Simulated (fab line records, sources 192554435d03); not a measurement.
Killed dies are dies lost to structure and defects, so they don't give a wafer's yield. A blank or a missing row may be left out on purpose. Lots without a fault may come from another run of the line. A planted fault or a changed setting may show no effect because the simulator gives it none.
fab line records | flow n5_finfet
record lots=7 wafers=18 last_day=17
route steps=1938 shown BEOL_M12@1604
lots that met no fault: from a run of the same line without faults
start_h: hours from the record's first day to the start of the lot's first wafer shown | wait_h: hours since the lot's step before | " the same as in the row above | L1.1+2: a row that stands for several wafers | - no value, or no start given | * or withheld: withheld | < > ~ a bound
route shown NAME@n: a module of which the file shows steps, and the number in the route of the first | usual: mean/standard deviation of fault-free wafers | same: alike in all rows | chamber/n: place in a boat | sites: the reading at each site | _std_site: their standard deviation | _edge_site: outer sites' mean less inner sites' | radius_mm: how far each site lies from the wafer's centre | mask NAME#n: copy n | behind: the tool/chamber that last shaped the wafer | hold: why the lot was held/for how many hours/how that ended | device: the transistor (n, p or np) that didn't switch | end of line: the same wafers' tests at the end of the route | a step without rows: its recipe alone | killed: dies lost to structure and defects at the first sort, not the wafer's yield | map: a wafer's dies, x killed, . not, _ none there
set.NAME: the setting as run; set.NAME@STEP: as run at that earlier step | model.NAME: the simulator's own value behind a step, which no gauge read
lots at some steps of the route; a table a step, a row a wafer
services: from which hour (start_h, from the record's first day; less than 0 if before it) a tool's chamber was out of use, for how many hours, and why
## steps
# step N5_BEOL_M12_COAT_58
# recipe resist=BARC temp_c=205 time_s=60 spin_rpm=1500 resist_thk_nm=89
# step N5_BEOL_M12_COAT_04
# recipe spin_rpm=1625 resist_thk_nm=400
# step N5_BEOL_M12_EBR_06
# recipe solvent=PGMEA ebr_width_mm=1.5
# step N5_BEOL_M12_SOFTBAKE_05
# recipe temp_c=130 time_s=60
# step N5_BEOL_M12_EXPOSE_07
# recipe mask_id=V11 na=0.93 source_shape=conventional sigma_outer=0.6 polarization=unpolarized attpsm_phase_deg=180 dose_mj=32.5
# step N5_BEOL_M12_PEB_08
# recipe peb_temp_c=130 peb_time_s=90
# step N5_BEOL_M12_DEVELOP_09
# recipe develop_time_s=45 rinse_liquid=diw dry=air_spin dev_temp_c=21
# step N5_BEOL_M12_HARDBAKE_14
# recipe temp_c=130 time_s=120
# step N5_BEOL_M12_CD_MEAS_10
# recipe target_cd_nm=140 landing_energy_ev=500 detector=se_inlens polarity=opening
# usual cd_nm=140.5/1.5
# columns lot.wafer tool chamber start_h wait_h cd_nm
L489.2 cd_sem-01 0 247.24 - 142.3
L489.3 " 0 " " 140.2
L489.5 " 0 " " 140.7
L493.4 cd_sem-01 0 272.19 - 140.5
L493.5 " 0 " " 139.0
L494.4 cd_sem-03 0 279.97 - 141.9
L494.5 " 0 " " 141.0
L495.5 cd_sem-03 0 281.10 - 139.6
L495.6 " 0 " " 139.1
L501.3 cd_sem-02 0 327.43 - 139.3
L501.4 " 0 " " 140.3
L501.6 " 0 " " 138.5
L506.1 cd_sem-03 0 354.23 - 141.5
L506.4 " 0 " " 142.5
L506.5 " 0 " " 142.1
L507.2 cd_sem-03 0 376.84 - 140.8
L507.4 " 0 " " 140.5
L507.6 " 0 " " 140.3
# step N5_BEOL_M12_OVL_MEAS_11
# recipe points_per_wafer=44
# usual V11_OVL=-1/4.9
# columns lot.wafer tool chamber start_h wait_h V11_OVL[nm]
L489.2 overlay-01 0 247.27 0.0 5
L489.3 " 0 " " 1
L489.5 " 0 " " -2
L493.4 overlay-02 0 272.22 0.0 -1
L493.5 " 0 " " 3
L494.4 overlay-02 0 279.99 0.0 -5
L494.5 " 0 " " -7
L495.5 overlay-02 0 281.13 0.0 4
L495.6 " 0 " " -4
L501.3 overlay-02 0 327.46 0.0 3
L501.4 " 0 " " 9
L501.6 " 0 " " 2
L506.1 overlay-02 0 354.26 0.0 -5
L506.4 " 0 " " 7
L506.5 " 0 " " 2
L507.2 overlay-01 0 376.87 0.0 -2
L507.4 " 0 " " 1
L507.6 " 0 " " -4
# step N5_BEOL_M12_INSPECT_12
# recipe mode=adi inspect_instrument=macro
# usual raw_defect_count=2.1/1.4
# columns lot.wafer tool chamber start_h wait_h raw_defect_count
L489.2 defect_inspect-02 - 247.29 0.0 4
L489.3 " - " " 0
L489.5 " - " " 2
L493.4 defect_inspect-02 - 272.24 0.0 1
L493.5 " - " " 3
L494.4 defect_inspect-02 - 280.02 0.0 0
L494.5 " - " " 0
L495.5 defect_inspect-01 - 281.16 0.0 0
L495.6 " - " " 2
L501.3 defect_inspect-02 - 327.48 0.0 0
L501.4 " - " " 2
L501.6 " - " " 2
L506.1 defect_inspect-01 - 354.28 0.0 6
L506.4 " - " " 6
L506.5 " - " " 0
L507.2 defect_inspect-02 - 376.89 0.0 4
L507.4 " - " " 1
L507.6 " - " " 2
# step N5_BEOL_M12_DESCUM_15
# recipe chemistry=O2 time_s=7.9 source_power_w=50 bias_power_w=20 pressure_mtorr=20 rf_frequency_hz=2.712e+07 temp_c=40 o2_flow_sccm=225
# usual chamber_pressure_mTorr=20.001/0.019 drypump_motor_current_A=5.4/0.39 oes_product_au=0.80/0.071 rf_vpp_V=243.1/1.2 showerhead_plenum_p_Torr=2.09/0.059 throttle_valve_pct=20.59/0.24
# columns lot.wafer tool chamber start_h wait_h chamber_pressure_mTorr drypump_motor_current_A oes_product_au rf_hours_counter_h rf_vpp_V showerhead_plenum_p_Torr throttle_valve_pct
L489.2 rie_diel-02 3 247.32 0.0 19.995 4.9 0.73 183 243.9 2.09 20.53
L489.3 " 1 " " 19.985 5.4 0.86 37 243.1 2.04 20.18
L489.5 " 1 " " 19.992 5.5 0.88 - 242.2 2.04 20.20
L493.4 rie_diel-04 2 272.28 0.0 20.034 5.7 0.87 54 243.6 2.13 20.74
L493.5 " 2 " " 20.019 5.6 0.87 - 242.6 2.13 20.75
L494.4 rie_diel-04 1 280.05 0.0 20.010 4.7 0.93 9 241.8 2.05 20.29
L494.5 " 0 " " 20.009 5.5 0.84 - 243.5 2.12 20.58
L495.5 rie_diel-04 1 281.53 0.4 20.016 4.8 0.95 - 241.7 2.05 20.28
L495.6 " 2 " " 20.003 5.7 0.87 - 243.5 2.13 20.76
L501.3 rie_diel-01 3 327.51 0.0 19.978 6.2 0.77 154 245.6 2.19 20.97
L501.4 " 2 " " 20.012 5.6 0.84 - 246.5 2.21 20.12
L501.6 " 3 " " 19.970 6.2 0.76 - 245.0 2.19 20.96
L506.1 rie_diel-01 0 354.32 0.0 20.004 5.9 0.87 69 242.5 2.12 20.30
L506.4 " 3 " " 19.980 6.2 0.75 162 244.9 2.19 20.96
L506.5 " 2 " " 19.995 5.6 0.83 - 243.1 2.21 20.12
L507.2 rie_diel-04 0 376.92 0.0 19.979 5.5 0.81 106 243.0 2.10 20.64
L507.4 " 2 " " 19.979 5.6 0.83 85 241.9 2.12 20.79
L507.6 " 1 " " 20.001 4.7 0.87 - 241.1 2.04 20.32
# step N5_BEOL_M12_ETCH_59
# recipe chemistry=N2/H2 target=BARC target_depth_a=890 overetch_a=267 time_s=67.9 ion_energy_ev=200 pressure_mtorr=30 source_w=840 bias_w=150 n2_flow_sccm=200 h2_flow_sccm=200
# usual chamber_pressure_mTorr=29.998/0.025 drypump_motor_current_A=5.5/0.39 oes_product_au=0.68/0.056 rf_vpp_V=523.8/2.1 showerhead_plenum_p_Torr=2.54/0.07 throttle_valve_pct=17.99/0.28
# columns lot.wafer tool chamber start_h wait_h chamber_pressure_mTorr drypump_motor_current_A oes_product_au rf_hours_counter_h rf_vpp_V showerhead_plenum_p_Torr throttle_valve_pct model.coat_of_BEOL_M12_COAT_04.thk_nm model.etch.depth_nm
L489.2 rie_diel-02 3 247.36 0.0 29.967 4.9 0.62 183 523.1 2.53 18.01 314.8 89.08
L489.3 " 1 " " 30.022 5.4 0.75 37 521.8 2.48 17.53 316.2 89.08
L489.5 " 1 " " 29.990 5.4 0.74 - 522.9 2.48 17.54 316.6 88.93
L493.4 rie_diel-04 2 272.31 0.0 29.992 5.7 0.70 54 524.6 2.59 18.27 334.8 82.98
L493.5 " 2 " " 29.996 5.6 0.73 - 524.5 2.59 18.29 316.8 89.14
L494.4 rie_diel-04 1 280.08 0.0 30.022 4.8 0.77 9 521.0 2.48 17.58 334.8 84.84
L494.5 " 0 " " 29.958 5.5 0.72 - 524.6 2.57 18.03 316.2 88.8
L495.5 rie_diel-04 1 281.57 0.0 29.974 4.7 0.80 - 524.5 2.48 17.59 315.4 88.5
L495.6 " 2 " " 30.008 5.6 0.70 - 524.4 2.59 18.28 334.6 83.97
L501.3 rie_diel-01 3 327.55 0.0 30.000 6.2 0.64 154 525.6 2.65 18.43 316.6 89.24
L501.4 " 2 " " 29.960 5.6 0.72 - 526.9 2.68 17.46 315.6 89.23
L501.6 " 3 " " 30.014 6.3 0.65 - 527.2 2.65 18.43 315.4 89.04
L506.1 rie_diel-01 0 354.35 0.0 29.994 5.9 0.74 69 524.1 2.58 17.71 316 89.2
L506.4 " 3 " " 29.992 6.2 0.64 162 526.5 2.65 18.44 315.6 89.25
L506.5 " 2 " " 29.989 5.6 0.71 - 528.4 2.67 17.45 315.6 89.09
L507.2 rie_diel-04 0 376.96 0.0 29.985 5.5 0.68 106 524.8 2.56 18.09 316.6 88.92
L507.4 " 2 " " 30.008 5.6 0.70 85 525.6 2.58 18.33 317.6 88.86
L507.6 " 1 " " 30.064 4.7 0.73 - 523.3 2.47 17.64 315.4 88.84
# step N5_BEOL_M12_VIA_ETCH_16
# recipe chemistry=C4F8/O2/Ar target=SiOC pressure_mtorr=30 source_w=3000 bias_w=700 Ar_flow_sccm=400 C4F8_flow_sccm=15 O2_flow_sccm=8 he_inner_torr=15 he_outer_torr=30 target_depth_a=7248 time_s=withheld ion_energy_ev=250 ends=cleared
# usual O2_flow_sccm=7.999/0.024 chamber_pressure_mTorr=30.002/0.026 drypump_motor_current_A=5.5/0.39 oes_product_au=0.72/0.063 rf_vpp_V=665.3/2.5 showerhead_plenum_p_Torr=3.41/0.081 throttle_valve_pct=24.34/0.23
# columns lot.wafer tool chamber start_h wait_h O2_flow_sccm chamber_pressure_mTorr drypump_motor_current_A oes_product_au rf_vpp_V showerhead_plenum_p_Torr throttle_valve_pct model.coat_of_BEOL_M12_COAT_04.thk_nm
L489.2 rie_diel-02 3 247.41 0.0 7.987 29.988 4.9 0.66 666.1 3.41 24.28 120.4
L489.3 " 1 " " 8.028 30.005 5.3 0.79 662.8 3.34 24.00 122.4
L489.5 " 1 " " 8.025 29.953 5.3 0.79 662.8 3.34 23.99 122.4
L493.4 rie_diel-04 2 272.36 0.0 7.979 29.963 5.6 0.78 668.0 3.45 24.44 143
L493.5 " 2 " " 8.015 30.025 5.7 0.78 666.5 3.45 24.44 119.6
L494.4 rie_diel-04 1 280.14 0.0 8.002 30.005 4.7 0.84 664.0 3.36 24.09 137
L494.5 " 0 " " 8.021 30.019 5.5 0.77 666.4 3.46 24.43 122.6
L495.5 rie_diel-04 1 281.69 0.1 8.026 29.997 4.7 0.85 663.8 3.36 24.08 122
L495.6 " 2 " " 7.985 30.020 5.7 0.78 665.9 3.45 24.46 140.4
L501.3 rie_diel-01 3 327.60 0.0 7.990 30.036 6.2 0.69 669.3 3.54 24.66 129.8
L501.4 " 2 " " 7.991 29.955 5.6 0.76 672.4 3.58 23.79 121.6
L501.6 " 3 " " 8.004 29.966 6.2 0.69 668.7 3.54 24.68 121.2
L506.1 rie_diel-01 0 354.40 0.0 7.914 29.984 5.9 0.78 666.9 3.46 24.09 124.4
L506.4 " 3 " " 8.009 29.974 6.2 0.68 669.3 3.54 24.68 123.2
L506.5 " 2 " " 7.970 30.011 5.6 0.74 671.4 3.57 23.78 120.8
L507.2 rie_diel-04 0 377.01 0.0 8.013 30.016 5.5 0.73 666.3 3.44 24.44 124.8
L507.4 " 2 " " 8.004 30.006 5.6 0.74 666.5 3.43 24.47 123.2
L507.6 " 1 " " 8.023 30.005 4.7 0.78 663.1 3.34 24.13 121.4
# step N5_BEOL_M12_STRIP_63
# recipe chemistry=N2/H2 power_w=1000 temp_c=250 h2_frac=0.65 overash_fraction=0.3 pressure_mtorr=1000 n2_flow_sccm=1750 h2_flow_sccm=3250
# usual chamber_pressure_mTorr=1000.0/1 drypump_motor_current_A=5.92/0.17 heater_power_w=310/24 oes_product_au=0.692/0.0043 strip_time_to_endpoint_s=42.5/0.7
# columns lot.wafer tool chamber start_h wait_h chamber_pressure_mTorr drypump_motor_current_A heater_power_w oes_product_au rf_hours_counter_h strip_time_to_endpoint_s
L489.2 plasma_asher-02 1 247.61 - 999.0 5.95 283 0.691 121 41.8
L489.3 " 1 " " 999.7 5.94 280 0.687 - 42.3
L489.5 " 0 " " 999.3 6.11 323 0.688 - 42.3
L493.4 plasma_asher-02 0 272.58 - 998.1 6.09 325 0.698 - 47.8
L493.5 " 0 " " 1000.1 6.05 326 0.682 - 41.6
L494.4 plasma_asher-02 1 280.36 - 999.4 5.91 276 0.702 - 46.2
L494.5 " 0 " " 1000.6 6.04 324 0.698 - 42.4
L495.5 plasma_asher-01 1 281.84 - 1000.1 5.97 304 0.698 - 42.2
L495.6 " 0 " " 999.2 5.63 333 0.691 - 47.1
L501.3 plasma_asher-01 1 327.82 - 998.5 5.98 305 0.690 - 44.3
L501.4 " 0 " " 1000.4 5.62 342 0.689 - 42.1
L501.6 " 1 " " 1000.9 6.00 296 0.692 - 42.0
L506.1 plasma_asher-01 0 354.60 - 1001.0 5.60 338 0.688 91 42.9
L506.4 " 0 " " 1001.3 5.61 346 0.692 - 42.5
L506.5 " 1 " " 999.3 5.99 298 0.689 - 41.9
L507.2 plasma_asher-02 0 377.21 - 999.8 6.05 332 0.690 148 43.0
L507.4 " 0 " " 999.5 6.09 329 0.694 - 42.5
L507.6 " 1 " " 999.3 5.93 285 0.700 - 42.1
# step N5_BEOL_M12_STRIP_64
# recipe chemistry=N2/H2 power_w=1000 temp_c=250 h2_frac=0.65 overash_fraction=0.3 pressure_mtorr=withheld n2_flow_sccm=1750 h2_flow_sccm=3250
# usual drypump_motor_current_A=5.92/0.17 heater_power_w=309/24 oes_product_au=0.715/0.0044 strip_time_to_endpoint_s=31.31/0.069
# columns lot.wafer tool chamber start_h wait_h drypump_motor_current_A heater_power_w oes_product_au rf_hours_counter_h strip_time_to_endpoint_s
L489.2 plasma_asher-02 1 247.67 0.0 5.92 279 0.718 121 31.31
L489.3 " 1 " " 5.93 278 0.717 - 31.34
L489.5 " 0 " " 6.11 323 0.711 - 31.32
L493.4 plasma_asher-02 0 272.64 0.0 6.10 320 0.711 - 31.34
L493.5 " 0 " " 6.13 318 0.712 - 31.35
L494.4 plasma_asher-02 1 280.42 0.0 5.92 280 0.717 - 31.25
L494.5 " 0 " " 6.11 321 0.715 - 31.26
L495.5 plasma_asher-01 1 281.90 0.0 5.98 290 0.724 - 31.16
L495.6 " 0 " " 5.63 337 0.715 - 31.27
L501.3 plasma_asher-01 1 327.88 0.0 6.00 300 0.714 - 31.38
L501.4 " 0 " " 5.64 338 0.708 - 31.38
L501.6 " 1 " " 5.99 307 0.710 - 31.32
L506.1 plasma_asher-01 0 354.66 0.0 5.64 334 0.714 92 31.38
L506.4 " 0 " " 5.65 339 0.713 - 31.38
L506.5 " 1 " " 6.00 295 0.717 - 31.35
L507.2 plasma_asher-02 0 377.27 0.0 6.08 324 0.713 148 31.29
L507.4 " 0 " " 6.12 324 0.712 - 31.29
L507.6 " 1 " " 5.92 276 0.715 - 31.29
# step N5_BEOL_M12_STRIP_71
# recipe chemistry=post_etch_residue_remover time_s=60 temp_c=25 remover_ph=withheld remover_water_wt_pct=withheld remover_fluoride_wt_pct=withheld
# step N5_BEOL_M12_SRD_72
# recipe time_s=30 temp_c=23 rinse_liquid=diw dry=n2_spin spin_rpm=1500 dry_time_s=30
# step N5_BEOL_M12_CD_MEAS_17
# recipe target_cd_nm=140 polarity=opening
# usual cd_nm=140.9/1.5
# columns lot.wafer tool chamber start_h wait_h cd_nm
L489.2 cd_sem-01 - 247.82 0.0 143.6
L489.3 " - " " 141.2
L489.5 " - " " 141.1
L493.4 cd_sem-03 - 272.77 0.0 137.0
L493.5 " - " " 138.4
L494.4 cd_sem-03 - 280.55 0.0 138.5
L494.5 " - " " 141.4
L495.5 cd_sem-02 - 282.01 0.0 139.1
L495.6 " - " " 135.0
L501.3 cd_sem-03 - 328.01 0.0 139.6
L501.4 " - " " 141.5
L501.6 " - " " 139.7
L506.1 cd_sem-01 - 354.81 0.0 141.1
L506.4 " - " " 143.1
L506.5 " - " " 142.4
L507.2 cd_sem-01 - 377.42 0.0 141.7
L507.4 " - " " 142.1
L507.6 " - " " 140.1
# step N5_BEOL_M12_COAT_65
# recipe resist=SOC temp_c=250 time_s=60 spin_rpm=1500 resist_thk_nm=300
## services
# columns tool chamber start_h hours kind
rie_diel-04 1 229.53 - clean
rie_diel-04 1 229.53 - consumable_replace:focus_ring
rie_diel-04 1 229.53 26.2 scheduled_down
rie_diel-04 1 229.53 26.2 vent_cycle
rie_diel-01 3 270.15 5.9 repair
rie_diel-01 2 285.76 10.5 repair
rie_diel-01 0 307.46 4.7 repair
rie_diel-01 0 314.89 13.9 repair
rie_diel-01 1 329.92 2.2 repair
rie_diel-04 3 350.74 3.8 repair
rie_diel-01 - 352.40 0.5 repair
plasma_asher-02 - 362.57 1.3 repair
rie_diel-01 - 374.73 2.8 pm
## key
first_sign step=N5_BEOL_M12_STRIP_63 reading=strip_time_to_endpoint_s direction=up sigmas=6.5 usual=* struck=*
effect step=N5_BEOL_M12_CD_MEAS_17 reading=cd_nm direction=down sigmas=2.7 usual=140.9 struck=136.8
model_effect step=N5_BEOL_M12_ETCH_59 value=coat_of_BEOL_M12_COAT_04.thk_nm without=316.7 struck=334.7
model_effect step=N5_BEOL_M12_VIA_ETCH_16 value=coat_of_BEOL_M12_COAT_04.thk_nm without=122.1 struck=140.1
met_at N5_BEOL_M12_ETCH_59
struck_wafers L493.4,L494.4,L495.6
fault kind=process_parameter_drift tool=rie_diel-04 chamber=- onset_h=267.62 steps=N5_BEOL_M12_ETCH_59 channel=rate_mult offset=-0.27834 shape=step end_h=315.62 scope=struck_wafers_only
